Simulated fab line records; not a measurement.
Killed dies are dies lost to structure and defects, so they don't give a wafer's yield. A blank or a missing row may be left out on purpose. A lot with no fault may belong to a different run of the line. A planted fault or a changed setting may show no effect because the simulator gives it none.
Matching of chambers    flow nandHarc    pecvd-02 running NHARC_P_CONTACT_DEP_30: 3 sister chambers
The step deposits SiNx, target thk 30 nm. 6 wafers are shown with their chamber, then 9 later ones without.

## EACH WAFER AND ITS CHAMBER
wafer   chamber  heaterPowerW (W)  heaterPowerOuterW (W)
L511.1  0        673               402
L513.1  1        750               461
L513.2  0        635               399
L519.1  1        719               438
L519.3  2        670               410
L519.6  2        672               410

## WAFERS WITH NO CHAMBER GIVEN
wafer   heaterPowerW (W)  heaterPowerOuterW (W)
L520.1  770               469
L520.4  754               467
L520.5  692               431
L523.4  715               443
L523.5  765               480
L523.6  639               373
L525.4  610               358
L525.5  676               409
L525.6  699               429

## THE CHAMBER EACH PASSED THROUGH
wafer    from the rows above            in truth
L520.1   1                              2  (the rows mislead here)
L520.4   1                              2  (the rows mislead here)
L520.5   can't be placed: 2 or 1 or 0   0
L523.4   1                              1
L523.5   1                              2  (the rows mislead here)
L523.6   can't be placed: 0 or 2        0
L525.4   can't be placed: 0 or 2        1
L525.5   can't be placed: 2 or 0        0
L525.6   can't be placed: 2 or 1 or 0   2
Correct placement for 1 of the 9. Not placeable from these rows: 5 (in 4, the candidates include the true chamber). Placed wrongly: 3.
How it was worked out, from the rows above alone: a wafer's distance from a chamber is the root of the sum, over the readings, of the square of ((its reading less the chamber's mean) divided by the reading's scatter). If the next closest chamber is less than 2 further off than the closest, the wafer can't be placed; otherwise it belongs to the closest. The mean given for a chamber averages the wafers shown for that chamber. The scatter is the square root of a quotient: the sum, over the shown wafers, of each reading's squared deviation from its chamber's mean, divided by wafers minus chambers.
